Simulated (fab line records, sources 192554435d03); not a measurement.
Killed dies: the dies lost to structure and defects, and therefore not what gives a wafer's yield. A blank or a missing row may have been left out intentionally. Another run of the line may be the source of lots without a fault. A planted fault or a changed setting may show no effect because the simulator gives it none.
Comparing a struck lot with a sound one ; flow n5 finfet ; 15 steps out of a route of 1938
Sound: the wafers L764.2, L764.3, L764.5. Struck: wafer L770.4 (L770.2, L770.6, from the same lot, were not struck and are left out); the cause is given at the end.
For every step that has rows: the tool of each side, followed by ch and its chambers, followed by its first start. Under that, the readings that differ: sound wafers ; struck wafers ; difference of the means ; sigmas: that difference in standard deviations of wafers without a fault.
alike: words and numbers the same on both sides, and readings whose means are apart by under 2 such deviations; not compared: readings that were withheld, readings missing a value for some wafer, numbers with overlapping values and no deviation given by the record, and bounds like >300 which may hide the same value.
A row with sigmas, a row that says differs or no value, or rows on one side alone: a step with any of these is where the two part. Numbers that have no deviation but don't overlap get no sigmas and don't part them. Lack of a reading on every wafer of one side parts them only where that side has two or more wafers.

first, 4 steps without rows for these wafers: N5_BEOL_M9_SOFTBAKE_06 (time 60 s); N5_BEOL_M9_EXPOSE_08 (exposes mask M9); N5_BEOL_M9_PEB_09 (peb time 60 s); N5_BEOL_M9_DEVELOP_10 (develop time 30 s).
N5_BEOL_M9_CD_MEAS_11: the cd target is 64.1 nm.
  sound on cd sem-03 ch 0, day 10 00:43; struck on cd sem-02 ch 0, day 11 21:43
  alike: cd nm
N5_BEOL_M9_OVL_MEAS_12:
  sound on overlay-01 ch 0, day 10 00:44; struck on overlay-01 ch 0, day 11 21:44
  alike: M9_OVL
N5_BEOL_M9_INSPECT_13: inspects for defects (brightfield).
  sound on defect inspect-01 at day 10 00:46; struck on defect inspect-01 at day 11 21:46
  alike: raw defect count
N5_BEOL_M9_DESCUM_16: chemistry O2, time 7.9 s.
  sound on rie diel-03 ch 1,2,3, day 10 00:48; struck on rie diel-01 ch 0, day 11 21:48
reading;sound;struck;difference;sigmas
rf vpp V (V);245.2 244.4 244.7;241.5;-3.3;-3
  alike: drypump motor current A, oes product au, showerhead plenum p Torr, throttle valve pct
  not compared: rf hours counter h
N5_BEOL_M9_ETCH_61: etches SiARC in CF4, target depth 39 nm, time 65 s.
  sound on rie diel-03 ch 1,2,3, day 10 00:50; struck on rie diel-01 ch 0, day 11 21:50
reading;sound;struck;difference;sigmas
etch rf on time s (s);65.2 66.2 65.3;61.3;-4.3;-2
  alike: bias w, drypump motor current A, mfc ar sccm, oes product au, rf vpp V, showerhead plenum p Torr, throttle valve pct
  not compared: rf hours counter h
N5_BEOL_M9_ETCH_62: etches SOC in N2/H2, target depth 110 nm, overetch 22 nm, time 165 s.
  sound on rie diel-03 ch 1,2,3, day 10 00:53; struck on rie diel-01 ch 0, day 11 21:53
  alike: bias w, drypump motor current A, oes product au, rf vpp V, showerhead plenum p Torr, throttle valve pct
  not compared: rf hours counter h
then, 1 step without rows for these wafers: N5_BEOL_M9_STRIP_68 (strips in N2/H2).
N5_BEOL_M9_STRIP_67: strips in CF4.
  sound on rie diel-03 ch 1,2,3, day 10 01:02; struck on rie diel-01 ch 0, day 11 22:02
  alike: drypump motor current A, oes product au, rf vpp V, showerhead plenum p Torr, throttle valve pct
  not compared: rf hours counter h
N5_BEOL_M9_HM_OPEN_17: chemistry Cl2/BCl3, target TiN, target depth 20 nm, overetch 6 nm.
  sound on rie metal-02 ch 0,1, day 10 01:04; struck on rie metal-01 ch 1, day 11 22:05
reading;sound;struck;difference;sigmas
model.SOC_of_BEOL_M9_COAT_59.thk nm (nm);91.4 92 91.6;93;+1;
  alike: bias w, drypump motor current A, mfc ar sccm, oes_ar_750_au, oes product au, throttle valve pct
  not compared: rf hours counter h
N5_BEOL_M9_STRIP_19: strips in O2.
  sound on rie diel-05 ch 2,3, day 10 01:12; struck on rie diel-01 ch 2, day 11 22:21
  alike: drypump motor current A, oes product au, rf vpp V, showerhead plenum p Torr, throttle valve pct
  not compared: rf hours counter h
-- here the record skips 3 days between the struck wafers' starts before and after, leaving off in module BEOL_M9 and picking up in module PASSIVATION (first step shown: number 1936 of the route) --
N5_PASSIVATION_PROBE_49:
  sound on prober-02 at day 12 19:03; struck on prober-01 at day 14 15:19
reading;sound;struck;difference;sigmas
killed_at_M4_up;8 5 13;19;+10;+2
killed at contacts;26 27 18;9;-15;-2
  alike: defect limited yield, killed_at_M0_to_M3, killed at front end, killed at other, killed dies, killed on rim, killed open, killed short, sort_bin_4_leakage, sort_bin_5_function, sort_bin_6_memory, sort_bin_8_speed, sort n pass, sort yield pct

== WHERE THEY PART ==
Last at N5_PASSIVATION_PROBE_49 as far as this record goes, first at N5_BEOL_M9_DESCUM_16.

WHY: what had been put in by the simulator
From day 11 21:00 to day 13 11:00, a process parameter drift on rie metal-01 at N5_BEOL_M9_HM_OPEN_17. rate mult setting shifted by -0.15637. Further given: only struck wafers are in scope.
